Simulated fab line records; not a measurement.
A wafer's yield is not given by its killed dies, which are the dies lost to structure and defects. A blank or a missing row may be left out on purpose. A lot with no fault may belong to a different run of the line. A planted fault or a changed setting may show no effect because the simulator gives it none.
Which of the tools did it? ; flow nandHarc ; 13 lots with 37 wafers sampled at 5 steps, on a route of 1159 steps

WHAT EACH GAUGE READ, for each wafer
NHARC_A_SOURCE_PLATE_THK_MEAS_09: measures by ellipsometry. Usual: thkNm 9.8 nm, standard deviation 0.97.
lot;measured;on;thkNm (nm);flag
L591;day 6 17:58;filmMetro-02;10.0 8.9 9.7;
L592;day 7 06:49;filmMetro-02;9.6 10.4 11.8;
L593;day 7 06:49;filmMetro-01;7.7 10.3 10.7;
L597;day 8 12:03;filmMetro-02;10.1 9.1 9.0;
L600;day 9 15:25;filmMetro-01;7.2;
L605;day 10 04:28;filmMetro-01;8.7 10.3 10.5;
L604;day 10 11:47;filmMetro-01;10.6 8.1 9.4;
L607;day 10 21:50;filmMetro-01;9.3 9.3 11.1;
L608;day 11 03:24;filmMetro-01;9.5 8.6 10.3;
L612;day 12 06:49;filmMetro-02;9.0 8.6 10.3;
L611;day 12 06:49;filmMetro-02;7.8 9.1 8.9;
L614;day 12 06:49;filmMetro-01;9.1 11.5 8.0;
L613;day 12 09:43;filmMetro-01;8.7 10.9 10.6;

NHARC_A_ONON_D1_THK_MEAS_11: measures by ellipsometry. Usual: thkNm 1002 nm, standard deviation 9.6.
lot;measured;on;thkNm (nm);flag
L591;day 7 11:06;filmMetro-01;996 997 998;
L592;day 7 22:57;filmMetro-01;1003 1002 1004;
L593;day 7 23:05;filmMetro-01;1018 1020 1020;
L597;day 9 03:19;filmMetro-01;983 696 981;OFF
L600;day 10 07:07;filmMetro-02;727;OFF
L605;day 10 19:45;filmMetro-01;1003 1004 1004;
L604;day 11 03:02;filmMetro-02;994 993 995;
L607;day 11 13:09;filmMetro-02;999 998 998;
L608;day 11 18:50;filmMetro-01;1002 1003 1002;
L612;day 12 22:28;filmMetro-02;1004 1003 1003;
L611;day 12 22:49;filmMetro-01;1000 1001 999;
L614;day 12 22:31;filmMetro-01;1017 1018 1021;
L613;day 12 22:36;filmMetro-02;1011 1011 1013;

NHARC_A_ONON_D1_THK_MEAS_27: measures by ellipsometry. Usual: thkNm 999 nm, standard deviation 8.7.
lot;measured;on;thkNm (nm);flag
L591;day 7 20:59;filmMetro-02;1001 1001 1002;
L592;day 8 09:34;filmMetro-01;1011 1011 1011;
L593;day 8 09:39;filmMetro-02;997 999 998;
L597;day 9 12:48;filmMetro-02;1011 1011 1012;
L600;day 10 16:27;filmMetro-01;1007;
L605;day 11 05:51;filmMetro-02;1016 1016 1015;
L604;day 11 12:46;filmMetro-01;997 996 996;
L607;day 11 23:01;filmMetro-01;1004 1001 1002;
L608;day 12 04:12;filmMetro-02;993 991 992;
L612;day 13 08:14;filmMetro-01;993 989 993;
L611;day 13 08:35;filmMetro-01;988 988 987;
L614;day 13 08:35;filmMetro-02;992 990 991;
L613;day 13 08:13;filmMetro-02;1003 1002 1004;

EACH LOT AND THE TOOL THAT RAN IT (in order: tool; ch and the chambers of the sampled wafers; start)
lot;NHARC_A_ZERO_WELL_ETCH_13;NHARC_A_ONON_D1_DEP_09
L591;rieSi-03 ch 0,1, day 6 08:44;pecvdOnon-04 ch 0, day 7 10:36
L592;rieSi-05 ch 0,1,2, day 6 22:19;pecvdOnon-03 ch 0, day 7 22:26
L593;rieSi-03 ch 0,1,2, day 6 22:53;pecvdOnon-02 ch 0, day 7 22:37
L597;rieSi-03 ch 0,1,2, day 8 03:33;pecvdOnon-03 ch 0, day 9 02:48
L600;rieSi-05 ch 0, day 9 06:49;pecvdOnon-03 ch 0, day 10 06:43
L605;rieSi-03 ch 2,3, day 9 20:53;pecvdOnon-04 ch 0, day 10 19:14
L604;rieSi-03 ch 0,1,3, day 10 03:16;pecvdOnon-02 ch 0, day 11 02:32
L607;rieSi-03 ch 0,2,3, day 10 13:28;pecvdOnon-02 ch 0, day 11 12:38
L608;rieSi-03 ch 1,2,3, day 10 18:51;pecvdOnon-04 ch 0, day 11 18:20
L612;rieSi-03 ch 1,2,3, day 11 21:59;pecvdOnon-02 ch 0, day 12 22:01
L611;rieSi-01 ch 1,2,3, day 11 22:40;pecvdOnon-02 ch 0, day 12 22:19
L614;rieSi-05 ch 0,1,3, day 12 00:44;pecvdOnon-04 ch 0, day 12 22:04
L613;rieSi-03 ch 0,1,2, day 12 01:32;pecvdOnon-03 ch 0, day 12 22:06
- NHARC_A_ZERO_WELL_ETCH_13: etches the open film in HBr/Cl2, target depth 120 nm, time 40.1 s.
- NHARC_A_ONON_D1_DEP_09: target thk 1000 nm.

AS READ BY THE TOOLS THEMSELVES (means over the sampled wafers that have a number; for cases with no such wafer, the mark the record gives instead)
NHARC_A_ZERO_WELL_ETCH_13. Usual: drypumpMotorCurrentA 5.72 A, standard deviation 0.27; oesProductAu 0.999 a.u., standard deviation 0.013; rfFwdPowerW 395.3 W, standard deviation 1.8; throttleValvePct 26.405 %, standard deviation 0.009.
lot;tool;drypumpMotorCurrentA (A);oesProductAu (a.u.);rfFwdPowerW (W);throttleValvePct (%);flag
L591;rieSi-03;5.95;0.994;394.9;26.416;
L592;rieSi-05;5.46;0.999;395.0;26.407;
L593;rieSi-03;5.90;0.993;394.6;26.400;
L597;rieSi-03;5.87;0.994;394.4;26.397;
L600;rieSi-05;5.32;1.008;393.2;26.402;
L605;rieSi-03;5.61;0.998;397.5;26.404;
L604;rieSi-03;5.92;0.996;394.2;26.406;
L607;rieSi-03;5.86;0.999;394.6;26.409;
L608;rieSi-03;5.68;0.990;396.4;26.415;
L612;rieSi-03;5.65;0.982;396.3;26.402;
L611;rieSi-01;5.64;1.006;394.0;26.399;
L614;rieSi-05;5.60;0.998;393.9;26.401;
L613;rieSi-03;5.90;0.999;395.3;26.406;

THE ANSWER, worked out from the rows above alone
Rule: a lot is off if the mean of its wafers that have a number lies more than 3 standard deviations from the usual mean. Also off: a lot with no number at a reading for which 4 or more lots have one. Where the step has rows for the other lots, those lots are counted as sound. The gauges are gone through in route order, then the tools' own readings, and for those a lot's mean is taken as printed above. At the first step where some lot is off, the reading lying furthest off is the one used; lots without a number count as furthest.
Off at NHARC_A_ONON_D1_THK_MEAS_11 (thkNm): L597, L600.
If a tool, at a process step before that reading, ran all the lots that are off and no sound lot after the first of them, it fits. The gauges at NHARC_A_ONON_D1_THK_MEAS_11 are tried like those tools. Not one of the candidates tried fits.

WHAT THE SIMULATOR HAD INSERTED
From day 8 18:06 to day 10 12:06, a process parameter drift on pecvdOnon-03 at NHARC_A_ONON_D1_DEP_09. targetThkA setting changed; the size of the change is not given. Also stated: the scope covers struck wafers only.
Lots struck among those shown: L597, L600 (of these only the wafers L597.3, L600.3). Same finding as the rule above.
